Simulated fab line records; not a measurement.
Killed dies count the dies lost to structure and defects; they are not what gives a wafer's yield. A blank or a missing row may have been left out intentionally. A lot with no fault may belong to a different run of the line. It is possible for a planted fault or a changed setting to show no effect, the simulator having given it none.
fab line records -- flow n5_finfet
record lots=7, wafers=21
route steps=1938 shown BEOL_M11@1546 BEOL_M12@1602 BEOL_M13@1661
start_h: hours from the record's opening day to when the first of the lot's shown wafers began -- wait_h: time in hours since the lot's previous step -- " the same as in the row above -- L1.1+2: one row covering several wafers at once -- - no value present, or no start provided -- * or withheld: withheld -- < > ~ a bound
route shown NAME@n: NAME is a module with steps in the file, n the number in the route of the first one -- usual: the fault-free wafers' mean and standard deviation -- same: alike in all rows -- chamber/n: place in a boat -- sites: per-site readings -- _std_site: standard deviation of those values -- _edge_site: the outer-site mean with the inner-site mean subtracted -- radius_mm: for every site, how far away it sits from the centre of the wafer -- mask NAME#n: copy n -- behind: tool/chamber where the wafer was last shaped -- hold: why the lot was held/for how many hours/how that ended -- device: the n, p or np transistor that did not switch -- end of line: the route-end tests of the same wafers -- a step with no rows: only its recipe -- killed: the dies lost at the first sort to structure and to defects; this is not the yield of the wafer -- map: dies across one wafer; x = killed, . = not, _ = none there
set.NAME: the run value of the setting; set.NAME@STEP: its run value at that earlier step -- model.NAME: the simulator's own value behind a step, which no gauge read
lots with deliberately changed settings; one table per step, one row per wafer
## steps
# step N5_BEOL_M11_EXPOSE_08
# recipe mask_id=M11, na=1.35, source_shape=dipole, sigma_inner=0.411, sigma_outer=0.611, polarization=te, dose_mj=53.75
lot.wafer,tool,chamber,start_h,wait_h,mask,set.dose_mj
L075.3+4,arfi_scanner-01,0,222.28,-,M11#0,57.25
L075.6,arfi_scanner-01,0,222.28,-,M11#0,53.75
L076.2+5,arfi_scanner-02,0,225.28,-,M11#0,53.75
L076.3,arfi_scanner-02,0,225.28,-,M11#0,50.32
L078.3+4+6,arfi_scanner-02,0,238.50,-,M11#0,53.75
L081.1,arfi_scanner-02,0,250.95,-,M11#0,53.75
L081.2+5,arfi_scanner-02,0,250.95,-,M11#0,55.08
L086.1+2+4,arfi_scanner-03,0,287.53,-,M11#0,53.75
L087.1+3,arfi_scanner-01,0,291.04,-,M11#0,57.35
L087.4,arfi_scanner-01,0,291.04,-,M11#0,53.75
L096.3+4,arfi_scanner-03,0,375.01,-,M11#0,53.75
L096.5,arfi_scanner-03,0,375.01,-,M11#0,50.01
# step N5_BEOL_M11_PEB_09
# recipe peb_temp_c=withheld, peb_time_s=60, resist=CAR-ArF
# step N5_BEOL_M11_DEVELOP_10
# recipe develop_time_s=30, developer=TMAH, resist=CAR-ArF, rinse_liquid=diw, dry=air_spin, dev_temp_c=23
# step N5_BEOL_M11_CD_MEAS_11
# recipe target_cd_nm=64.1, landing_energy_ev=500, detector=se_inlens, polarity=opening
# usual cd_nm=64.2/0.51
lot.wafer,tool,chamber,start_h,wait_h,set.dose_mj@BEOL_M11_EXPOSE_08,cd_nm
L075.3,cd_sem-01,0,222.39,-,57.25,67.3
L075.4,cd_sem-01,0,222.39,-,57.25,68.6
L075.6,cd_sem-01,0,222.39,-,53.75,63.9
L076.2,cd_sem-03,0,225.40,-,53.75,64.2
L076.3,cd_sem-03,0,225.40,-,50.32,60.6
L076.5,cd_sem-03,0,225.40,-,53.75,64.2
L078.3,cd_sem-03,0,238.62,-,53.75,64.3
L078.4,cd_sem-03,0,238.62,-,53.75,64.7
L078.6,cd_sem-03,0,238.62,-,53.75,64.6
L081.1,cd_sem-02,0,251.08,-,53.75,65.1
L081.2,cd_sem-02,0,251.08,-,55.08,66.4
L081.5,cd_sem-02,0,251.08,-,55.08,65.6
L086.1,cd_sem-02,0,287.66,-,53.75,65.2
L086.2,cd_sem-02,0,287.66,-,53.75,64.9
L086.4,cd_sem-02,0,287.66,-,53.75,64.9
L087.1,cd_sem-02,0,291.17,-,57.35,67.6
L087.3,cd_sem-02,0,291.17,-,57.35,67.1
L087.4,cd_sem-02,0,291.17,-,53.75,64.3
L096.3,cd_sem-01,0,375.13,-,53.75,63.3
L096.4,cd_sem-01,0,375.13,-,53.75,62.6
L096.5,cd_sem-01,0,375.13,-,50.01,59.4
# step N5_BEOL_M11_DESCUM_16
# recipe chemistry=O2, time_s=7.9, source_power_w=50, bias_power_w=20, pressure_mtorr=20, rf_frequency_hz=2.712e+07, temp_c=40, resist=CAR-ArF, o2_flow_sccm=225
# step N5_BEOL_M11_ETCH_61
# recipe chemistry=CF4, target=SiARC, target_depth_a=390, mask_material=CAR-ArF, time_s=65, ion_energy_ev=80, pressure_mtorr=40, source_w=545, bias_w=36, Ar_flow_sccm=100, cf4_flow_sccm=100, ends=cleared
lot.wafer,tool,chamber,start_h,wait_h,set.dose_mj@BEOL_M11_EXPOSE_08,model.BEOL_M11.cd_offset_nm
L075.3,rie_diel-05,1,222.51,0.0,57.25,3.6
L075.4,rie_diel-05,2,222.51,0.0,57.25,4
L075.6,rie_diel-05,3,222.51,0.0,53.75,-0.2
L076.2,rie_diel-04,0,225.57,0.0,53.75,0.2
L076.3,rie_diel-04,2,225.57,0.0,50.32,-3.2
L076.5,rie_diel-04,2,225.57,0.0,53.75,0.4
L078.3,rie_diel-06,3,238.74,0.0,53.75,0.4
L078.4,rie_diel-06,2,238.74,0.0,53.75,0.6
L078.6,rie_diel-06,0,238.74,0.0,53.75,0.8
L081.1,rie_diel-05,1,251.38,0.0,53.75,1
L081.2,rie_diel-05,0,251.38,0.0,55.08,2.2
L081.5,rie_diel-05,1,251.38,0.0,55.08,2
L086.1+4,rie_diel-05,"3,1",288.63,0.0,53.75,0.8
L086.2,rie_diel-05,0,288.63,0.0,53.75,1.2
L087.1,rie_diel-06,2,293.45,0.0,57.35,3.8
L087.3,rie_diel-06,1,293.45,0.0,57.35,3.4
L087.4,rie_diel-06,3,293.45,0.0,53.75,0.2
L096.3,rie_diel-06,1,375.25,0.0,53.75,-1
L096.4,rie_diel-06,3,375.25,0.0,53.75,-0.8
L096.5,rie_diel-06,0,375.25,0.0,50.01,-4.6
# step N5_BEOL_M11_ETCH_62
# recipe chemistry=N2/H2, target=SOC, target_depth_a=1100, overetch_a=220, mask_material=SiARC, temp_c=40, time_s=165, ion_energy_ev=200, pressure_mtorr=30, source_w=840, bias_w=150, n2_flow_sccm=200, h2_flow_sccm=200
lot.wafer,tool,chamber,start_h,wait_h,set.dose_mj@BEOL_M11_EXPOSE_08,model.BEOL_M11.cd_offset_nm
L075.3,rie_diel-05,1,222.56,0.0,57.25,3.6
L075.4,rie_diel-05,2,222.56,0.0,57.25,4.2
L075.6,rie_diel-05,3,222.56,0.0,53.75,0
L076.2,rie_diel-04,0,225.62,0.0,53.75,0.4
L076.3,rie_diel-04,2,225.62,0.0,50.32,-3
L076.5,rie_diel-04,2,225.62,0.0,53.75,0.6
L078.3,rie_diel-06,3,238.79,0.0,53.75,0.2
L078.4,rie_diel-06,2,238.79,0.0,53.75,0.4
L078.6,rie_diel-06,0,238.79,0.0,53.75,0.6
L081.1,rie_diel-05,1,251.43,0.0,53.75,1
L081.2,rie_diel-05,0,251.43,0.0,55.08,2
L081.5,rie_diel-05,1,251.43,0.0,55.08,1.8
L086.1,rie_diel-05,3,288.68,0.0,53.75,1
L086.2,rie_diel-05,0,288.68,0.0,53.75,0.8
L086.4,rie_diel-05,1,288.68,0.0,53.75,0.6
L087.1,rie_diel-06,2,293.50,0.0,57.35,3.6
L087.3,rie_diel-06,1,293.50,0.0,57.35,3.2
L087.4,rie_diel-06,3,293.50,0.0,53.75,0.2
L096.3,rie_diel-06,1,375.30,0.0,53.75,-1
L096.4,rie_diel-06,3,375.30,0.0,53.75,-0.8
L096.5,rie_diel-06,0,375.30,0.0,50.01,-4.6
# step N5_BEOL_M11_STRIP_68
# recipe chemistry=N2/H2, temp_c=40, n2_flow_sccm=200, h2_flow_sccm=200, rf_frequency_hz=6e+07
# step N5_BEOL_M11_STRIP_67
# recipe chemistry=CF4, resist=SiARC, power_w=300, bias_power_w=75, pressure_mtorr=50, cf4_flow_sccm=150, rf_frequency_hz=6e+07
# step N5_BEOL_M11_HM_OPEN_17
# recipe chemistry=Cl2/BCl3, target_depth_a=200, overetch_a=60, target=TiN, mask_material=SOC, ion_energy_ev=150, pressure_mtorr=10, icp_w=1000, bias_w=126, Cl2_flow_sccm=53.25, bcl3_flow_sccm=21.75, Ar_flow_sccm=25
# step N5_BEOL_M11_STRIP_19
# recipe chemistry=O2, power_w=400, temp_c=40, pressure_mtorr=30, rf_frequency_hz=6e+07, bias_power_w=0, overash_fraction=0.2, o2_flow_sccm=225
# step N5_BEOL_M11_CD_MEAS_18
# recipe pitch_nm=140, target_cd_nm=70
# usual cd_nm=70.2/0.54
lot.wafer,tool,chamber,start_h,wait_h,set.dose_mj@BEOL_M11_EXPOSE_08,cd_nm
L075.3,cd_sem-03,-,223.03,0.1,57.25,73.8
L075.4,cd_sem-03,-,223.03,0.1,57.25,74.1
L075.6,cd_sem-03,-,223.03,0.1,53.75,70.0
L076.2,cd_sem-01,-,226.02,0.1,53.75,70.4
L076.3,cd_sem-01,-,226.02,0.1,50.32,67.2
L076.5,cd_sem-01,-,226.02,0.1,53.75,70.6
L078.3,cd_sem-03,-,239.20,0.1,53.75,70.4
L078.4,cd_sem-03,-,239.20,0.1,53.75,70.5
L078.6,cd_sem-03,-,239.20,0.1,53.75,70.9
L081.1,cd_sem-01,-,251.84,0.0,53.75,70.6
L081.2,cd_sem-01,-,251.84,0.0,55.08,72.0
L081.5,cd_sem-01,-,251.84,0.0,55.08,71.6
L086.1,cd_sem-03,-,289.14,0.0,53.75,71.2
L086.2,cd_sem-03,-,289.14,0.0,53.75,70.8
L086.4,cd_sem-03,-,289.14,0.0,53.75,70.2
L087.1,cd_sem-02,-,293.97,0.0,57.35,73.7
L087.3,cd_sem-02,-,293.97,0.0,57.35,73.0
L087.4,cd_sem-02,-,293.97,0.0,53.75,70.2
L096.3,cd_sem-02,-,375.76,0.1,53.75,68.5
L096.4,cd_sem-02,-,375.76,0.1,53.75,68.9
L096.5,cd_sem-02,-,375.76,0.1,50.01,65.5
# step N5_BEOL_M11_COAT_63
# recipe resist=SOC, temp_c=250, time_s=60, spin_rpm=1500, resist_thk_nm=100
# step N5_BEOL_M11_COAT_64
# recipe resist=SiARC, temp_c=220, time_s=60, spin_rpm=1500, resist_thk_nm=30
# step N5_BEOL_M11_STRIP_77
# recipe chemistry=N2/H2, time_s=10, power_w=450, temp_c=40, pressure_mtorr=20, rf_frequency_hz=6e+07, bias_power_w=7, n2_flow_sccm=200, h2_flow_sccm=200
# step N5_BEOL_M11_HM_STRIP_39
# recipe chemistry=peroxide_tin_strip, material=TiN, target_depth_a=250, temp_c=50, time_s=158
lot.wafer,tool,chamber,start_h,wait_h,set.temp_c@BEOL_M11_PECVD_70,model.SiO2_of_BEOL_M11_PECVD_70.thk_nm
L075.3,wet_bench-05,5,224.70,0.0,400,20.2
L075.4,wet_bench-05,0,224.70,0.0,400,20.4
L075.6,wet_bench-05,6,224.70,0.0,400,20
L076.2,wet_bench-02,3,227.66,0.0,388.4,21.4
L076.3,wet_bench-02,5,227.66,0.0,400,20
L076.5,wet_bench-02,6,227.66,0.0,388.4,21.6
L078.3,wet_bench-02,7,242.90,0.0,391.5,21
L078.4,wet_bench-02,5,242.90,0.0,391.5,20.8
L078.6,wet_bench-02,6,242.90,0.0,391.5,21.2
L081.1,wet_bench-06,7,254.62,0.0,400,19.8
L081.2,wet_bench-06,2,254.62,0.0,393.5,20.4
L081.5,wet_bench-06,3,254.62,0.0,393.5,21
L086.1,wet_bench-05,4,290.42,0.0,400,20
L086.2,wet_bench-05,6,290.42,0.0,400,19.8
L086.4,wet_bench-05,7,290.42,0.0,400,20.2
L087.1,wet_bench-02,7,296.23,0.0,400,19.6
L087.3,wet_bench-02,3,296.23,0.0,400,19.8
L087.4,wet_bench-02,2,296.23,0.0,409,18.4
L096.3,wet_bench-05,0,377.89,0.0,400,20.2
L096.4,wet_bench-05,5,377.89,0.0,383.7,22.2
L096.5,wet_bench-05,2,377.89,0.0,383.7,22
# step N5_BEOL_M11_SRD_40
# recipe time_s=30, temp_c=23, rinse_liquid=diw, dry=ipa_marangoni
# step N5_BEOL_M11_PRECLEAN_42
# recipe chemistry=residue_remover, time_s=60, temp_c=40
# step N5_BEOL_M11_SRD_43
# recipe time_s=30, temp_c=23, rinse_liquid=diw, dry=ipa_marangoni
# step N5_BEOL_M11_CD_MEAS_35
# recipe target_cd_nm=70, polarity=opening
# usual cd_nm=70.2/0.57
lot.wafer,tool,chamber,start_h,wait_h,set.dose_mj@BEOL_M11_EXPOSE_08,cd_nm
L075.3,cd_sem-01,-,224.82,0.0,57.25,73.8
L075.4,cd_sem-01,-,224.82,0.0,57.25,73.9
L075.6,cd_sem-01,-,224.82,0.0,53.75,69.6
L076.2,cd_sem-02,-,227.78,0.0,53.75,70.5
L076.3,cd_sem-02,-,227.78,0.0,50.32,67.1
L076.5,cd_sem-02,-,227.78,0.0,53.75,70.2
L078.3,cd_sem-02,-,243.03,0.0,53.75,70.1
L078.4,cd_sem-02,-,243.03,0.0,53.75,70.1
L078.6,cd_sem-02,-,243.03,0.0,53.75,70.4
L081.1,cd_sem-01,-,254.74,0.0,53.75,71.0
L081.2,cd_sem-01,-,254.74,0.0,55.08,72.1
L081.5,cd_sem-01,-,254.74,0.0,55.08,71.7
L086.1,cd_sem-02,-,290.54,0.0,53.75,71.1
L086.2,cd_sem-02,-,290.54,0.0,53.75,71.1
L086.4,cd_sem-02,-,290.54,0.0,53.75,70.8
L087.1,cd_sem-03,-,296.35,0.0,57.35,73.9
L087.3,cd_sem-03,-,296.35,0.0,57.35,73.2
L087.4,cd_sem-03,-,296.35,0.0,53.75,69.7
L096.3,cd_sem-03,-,378.02,0.0,53.75,69.0
L096.4,cd_sem-03,-,378.02,0.0,53.75,69.0
L096.5,cd_sem-03,-,378.02,0.0,50.01,65.4
# step N5_BEOL_M12_ILD_DEP_00
# recipe material=SiOC, target_thk_a=6589.2, temp_c=350, precursor=DEMS/O2, pressure_torr=5, rf_w=500, time_s=130.7
lot.wafer,tool,chamber,start_h,wait_h,set.time_s,model.SiOC_of_BEOL_M12_ILD_DEP_00.thk_nm
L075.3,pecvd-04,2,227.82,0.0,130.7,654.6
L075.4,pecvd-04,1,227.82,0.0,130.7,657.8
L075.6,pecvd-04,0,227.82,0.0,130.7,673.4
L076.2,pecvd-03,0,230.03,0.0,137,691.6
L076.3,pecvd-03,2,230.03,0.0,130.7,656.8
L076.5,pecvd-03,0,230.03,0.0,130.7,670.8
L078.3,pecvd-04,1,245.35,0.1,130.7,647.2
L078.4,pecvd-04,0,245.35,0.1,143.5,714.8
L078.6,pecvd-04,1,245.35,0.1,130.7,649.4
L081.1,pecvd-02,0,258.16,0.0,130.7,654.2
L081.2,pecvd-02,2,258.16,0.0,130.7,662.8
L081.5,pecvd-02,2,258.16,0.0,130.7,674.8
L086.1,pecvd-03,0,293.59,0.0,130.7,659.4
L086.2,pecvd-03,1,293.59,0.0,130.7,650.4
L086.4,pecvd-03,0,293.59,0.0,130.7,661
L087.1,pecvd-04,2,298.65,0.0,145.1,730.4
L087.3,pecvd-04,1,298.65,0.0,130.7,655.8
L087.4,pecvd-04,2,298.65,0.0,145.1,742
L096.3,pecvd-03,2,382.50,0.0,130.7,652.8
L096.4,pecvd-03,2,382.50,0.0,130.7,660
L096.5,pecvd-03,0,382.50,0.0,130.7,666
# step N5_BEOL_M12_THK_MEAS_01
# recipe reads=SiOC_of_BEOL_M12_ILD_DEP_00
# usual M12_ILD_THK=661/8.2
lot.wafer,tool,chamber,start_h,wait_h,set.time_s@BEOL_M12_ILD_DEP_00,M12_ILD_THK[nm]
L075.3,film_metro-02,-,227.95,0.1,130.7,654
L075.4,film_metro-02,-,227.95,0.1,130.7,658
L075.6,film_metro-02,-,227.95,0.1,130.7,674
L076.2,film_metro-01,-,230.16,0.1,137,692
L076.3,film_metro-01,-,230.16,0.1,130.7,656
L076.5,film_metro-01,-,230.16,0.1,130.7,670
L078.3,film_metro-01,-,245.49,0.1,130.7,647
L078.4,film_metro-01,-,245.49,0.1,143.5,715
L078.6,film_metro-01,-,245.49,0.1,130.7,650
L081.1,film_metro-01,-,258.34,0.1,130.7,654
L081.2,film_metro-01,-,258.34,0.1,130.7,663
L081.5,film_metro-01,-,258.34,0.1,130.7,675
L086.1,film_metro-01,-,293.72,0.1,130.7,660
L086.2,film_metro-01,-,293.72,0.1,130.7,650
L086.4,film_metro-01,-,293.72,0.1,130.7,661
L087.1,film_metro-02,-,298.78,0.1,145.1,730
L087.3,film_metro-02,-,298.78,0.1,130.7,655
L087.4,film_metro-02,-,298.78,0.1,145.1,741
L096.3,film_metro-01,-,382.64,0.1,130.7,653
L096.4,film_metro-01,-,382.64,0.1,130.7,660
L096.5,film_metro-01,-,382.64,0.1,130.7,666
# step N5_BEOL_M12_COAT_58
# recipe resist=BARC, temp_c=205, time_s=60, spin_rpm=1500, resist_thk_nm=89
# step N5_BEOL_M12_COAT_04
# recipe spin_rpm=1625, resist_thk_nm=400
# step N5_BEOL_M12_DESCUM_15
# recipe chemistry=O2, time_s=7.9, source_power_w=50, bias_power_w=20, pressure_mtorr=20, rf_frequency_hz=2.712e+07, temp_c=40, o2_flow_sccm=225
# step N5_BEOL_M12_ETCH_59
# recipe chemistry=N2/H2, target=BARC, target_depth_a=890, overetch_a=267, time_s=67.9, ion_energy_ev=200, pressure_mtorr=30, source_w=840, bias_w=150, n2_flow_sccm=200, h2_flow_sccm=200
# step N5_BEOL_M12_VIA_ETCH_16
# recipe chemistry=C4F8/O2/Ar, target=SiOC, pressure_mtorr=30, source_w=3000, bias_w=700, Ar_flow_sccm=400, C4F8_flow_sccm=15, O2_flow_sccm=8, he_inner_torr=15, he_outer_torr=30, target_depth_a=7248, time_s=withheld, ion_energy_ev=250, ends=cleared
lot.wafer,tool,chamber,start_h,wait_h,set.time_s@BEOL_M12_ILD_DEP_00,model.etch.depth_nm,model.coat_of_BEOL_M12_COAT_04.thk_nm
L075.3,rie_diel-02,0,228.59,0.0,*,654.6,124.2
L075.4,rie_diel-02,3,228.59,0.0,*,657.9,125.8
L075.6,rie_diel-02,3,228.59,0.0,*,673.4,121.6
L076.2,rie_diel-03,2,230.77,0.0,*,691.6,113.2
L076.3,rie_diel-03,1,230.77,0.0,*,656.7,125.6
L076.5,rie_diel-03,1,230.77,0.0,*,670.8,119.2
L078.3,rie_diel-01,0,246.09,0.0,*,647.2,124.2
L078.4,rie_diel-01,2,246.09,0.0,*,714.7,105.6
L078.6,rie_diel-01,2,246.09,0.0,*,649.4,126.2
L081.1,rie_diel-02,3,258.96,0.0,*,654.2,125.6
L081.2,rie_diel-02,0,258.96,0.0,*,662.7,123.4
L081.5,rie_diel-02,2,258.96,0.0,*,674.8,119
L086.1,rie_diel-02,2,294.34,0.0,*,659.5,123.2
L086.2,rie_diel-02,1,294.34,0.0,*,650.4,128.8
L086.4,rie_diel-02,0,294.34,0.0,*,661.1,123.2
L087.1,rie_diel-02,0,299.25,0.0,*,730.3,104.2
L087.3,rie_diel-02,3,299.25,0.0,*,655.8,128
L087.4,rie_diel-02,2,299.25,0.0,*,742,101.6
L096.3,rie_diel-02,3,383.11,0.0,*,652.8,127.2
L096.4,rie_diel-02,0,383.11,0.0,*,660,122.6
L096.5,rie_diel-02,3,383.11,0.0,*,666,122.8
# step N5_BEOL_M12_STRIP_63
# recipe chemistry=N2/H2, power_w=1000, temp_c=250, h2_frac=0.65, overash_fraction=0.3, pressure_mtorr=1000, n2_flow_sccm=1750, h2_flow_sccm=3250
# usual strip_time_to_endpoint_s=42.5/0.68
lot.wafer,tool,chamber,start_h,wait_h,set.time_s@BEOL_M12_ILD_DEP_00,strip_time_to_endpoint_s
L075.3,plasma_asher-02,0,228.81,-,130.7,42.8
L075.4,plasma_asher-02,1,228.81,-,130.7,43.2
L075.6,plasma_asher-02,1,228.81,-,130.7,42.1
L076.2,plasma_asher-02,0,230.97,-,137,39.8
L076.3,plasma_asher-02,0,230.97,-,130.7,43.2
L076.5,plasma_asher-02,1,230.97,-,130.7,41.5
L078.3,plasma_asher-01,1,246.31,-,130.7,42.8
L078.4,plasma_asher-01,0,246.31,-,143.5,37.8
L078.6,plasma_asher-01,1,246.31,-,130.7,43.3
L081.1,plasma_asher-01,1,259.16,-,130.7,43.2
L081.2,plasma_asher-01,0,259.16,-,130.7,42.6
L081.5,plasma_asher-01,0,259.16,-,130.7,41.4
L086.1,plasma_asher-02,0,294.53,-,130.7,42.5
L086.2,plasma_asher-02,1,294.53,-,130.7,44.1
L086.4,plasma_asher-02,1,294.53,-,130.7,42.5
L087.1,plasma_asher-01,0,299.46,-,145.1,37.4
L087.3,plasma_asher-01,0,299.46,-,130.7,43.9
L087.4,plasma_asher-01,1,299.46,-,145.1,36.6
L096.3,plasma_asher-01,0,383.33,-,130.7,43.6
L096.4,plasma_asher-01,1,383.33,-,130.7,42.4
L096.5,plasma_asher-01,0,383.33,-,130.7,42.4
# step N5_BEOL_M12_STRIP_64
# recipe chemistry=N2/H2, power_w=1000, temp_c=250, h2_frac=0.65, overash_fraction=0.3, pressure_mtorr=withheld, n2_flow_sccm=1750, h2_flow_sccm=3250
# step N5_BEOL_M12_STRIP_71
# recipe chemistry=post_etch_residue_remover, time_s=60, temp_c=25, remover_ph=withheld, remover_water_wt_pct=withheld, remover_fluoride_wt_pct=withheld
# step N5_BEOL_M12_STRIP_37
# recipe chemistry=N2/H2, power_w=1000, temp_c=250, h2_frac=0.65, overash_fraction=0.3, pressure_mtorr=withheld, n2_flow_sccm=1750, h2_flow_sccm=3250
# step N5_BEOL_M12_ETCH_38
# recipe chemistry=CF4/N2, target=SiCN, target_depth_a=687, taper_deg=2, time_s=73.4, ion_energy_ev=150, mask_material=SiO2, pressure_mtorr=40, source_w=430, bias_w=70, Ar_flow_sccm=100, cf4_flow_sccm=60, n2_flow_sccm=60
lot.wafer,tool,chamber,start_h,wait_h,set.time_s@BEOL_M12_ILD_DEP_00,model.SiOC_of_BEOL_M12_ILD_DEP_00.thk_nm
L075.3,rie_diel-01,0,231.57,-,130.7,604.6
L075.4,rie_diel-01,2,231.57,-,130.7,609
L075.6,rie_diel-01,0,231.57,-,130.7,624.2
L076.2,rie_diel-03,0,232.98,-,137,642.2
L076.3,rie_diel-03,1,232.98,-,130.7,607
L076.5,rie_diel-03,0,232.98,-,130.7,621.6
L078.3,rie_diel-02,3,247.55,-,130.7,598.4
L078.4,rie_diel-02,0,247.55,-,143.5,665.4
L078.6,rie_diel-02,2,247.55,-,130.7,600.2
L081.1,rie_diel-02,0,262.51,-,130.7,604.6
L081.2,rie_diel-02,2,262.51,-,130.7,613.6
L081.5,rie_diel-02,0,262.51,-,130.7,625
L086.1,rie_diel-02,1,297.43,-,130.7,610.6
L086.2,rie_diel-02,3,297.43,-,130.7,601.4
L086.4,rie_diel-02,2,297.43,-,130.7,611.6
L087.1,rie_diel-02,2,301.35,-,145.1,681.2
L087.3,rie_diel-02,3,301.35,-,130.7,607.4
L087.4,rie_diel-02,0,301.35,-,145.1,692.4
L096.3,rie_diel-03,2,384.83,-,130.7,601.8
L096.4,rie_diel-03,3,384.83,-,130.7,610.4
L096.5,rie_diel-03,0,384.83,-,130.7,617.4
# step N5_BEOL_M13_COAT_58
# recipe resist=BARC, temp_c=205, time_s=60, spin_rpm=1500, resist_thk_nm=89
lot.wafer,tool,chamber,start_h,wait_h,set.spin_rpm,model.BARC_of_BEOL_M13_COAT_58.thk_nm
L075.3,litho_track-02,0,233.59,0.0,1500,88.6
L075.4,litho_track-02,0,233.59,0.0,1500,88.8
L075.6,litho_track-02,0,233.59,0.0,1500,88.4
L076.2,litho_track-03,0,235.17,0.0,1557,86.6
L076.3,litho_track-03,0,235.17,0.0,1557,86.8
L076.5,litho_track-03,0,235.17,0.0,1500,88.4
L078.3+4,litho_track-02,0,249.29,0.0,1500,89.4
L078.6,litho_track-02,0,249.29,0.0,1601,86.4
L081.1,litho_track-04,0,264.27,0.0,1609,86
L081.2,litho_track-04,0,264.27,0.0,1500,89
L081.5,litho_track-04,0,264.27,0.0,1609,85.8
L086.1+2+4,litho_track-04,0,299.35,0.0,1500,89
L087.1,litho_track-04,0,303.95,0.0,1637,85
L087.3,litho_track-04,0,303.95,0.0,1500,89
L087.4,litho_track-04,0,303.95,0.0,1500,88.6
L096.3,litho_track-04,0,387.19,0.0,1500,89
L096.4,litho_track-04,0,387.19,0.0,1632,85.4
L096.5,litho_track-04,0,387.19,0.0,1632,85
## key
split step=N5_BEOL_M11_EXPOSE_08, setting=dose_mj, stated=53.75, by=wafer
response step=N5_BEOL_M11_CD_MEAS_11, reading=cd_nm, change=+0.532, per=1%, r=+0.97
response step=N5_BEOL_M11_ETCH_61, reading=model.BEOL_M11.cd_offset_nm, change=+0.546, per=1%, r=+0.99
response step=N5_BEOL_M11_ETCH_62, reading=model.BEOL_M11.cd_offset_nm, change=+0.532, per=1%, r=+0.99
response step=N5_BEOL_M11_CD_MEAS_18, reading=cd_nm, change=+0.506, per=1%, r=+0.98
response step=N5_BEOL_M11_CD_MEAS_35, reading=cd_nm, change=+0.552, per=1%, r=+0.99
split step=N5_BEOL_M12_ILD_DEP_00, setting=time_s, stated=130.7, by=wafer
response step=N5_BEOL_M12_ILD_DEP_00, reading=model.SiOC_of_BEOL_M12_ILD_DEP_00.thk_nm, change=+6.95, per=1%, r=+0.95
response step=N5_BEOL_M12_THK_MEAS_01, reading=M12_ILD_THK, change=+6.98, per=1%, r=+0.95
response step=N5_BEOL_M12_VIA_ETCH_16, reading=model.etch.depth_nm, change=+6.95, per=1%, r=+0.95
response step=N5_BEOL_M12_VIA_ETCH_16, reading=model.coat_of_BEOL_M12_COAT_04.thk_nm, change=-2.13, per=1%, r=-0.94
response step=N5_BEOL_M12_STRIP_63, reading=strip_time_to_endpoint_s, change=*, per=1%, r=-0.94
response step=N5_BEOL_M12_ETCH_38, reading=model.SiOC_of_BEOL_M12_ILD_DEP_00.thk_nm, change=+6.89, per=1%, r=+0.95
split step=N5_BEOL_M13_COAT_58, setting=spin_rpm, stated=1500, by=wafer
response step=N5_BEOL_M13_COAT_58, reading=model.BARC_of_BEOL_M13_COAT_58.thk_nm, change=-0.429, per=1%, r=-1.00
split outside_this_file step=N5_BEOL_M11_PECVD_70 setting=temp_c
# split outside_this_file: this setting was split too, and the file shows its column; the key of that split is in another file
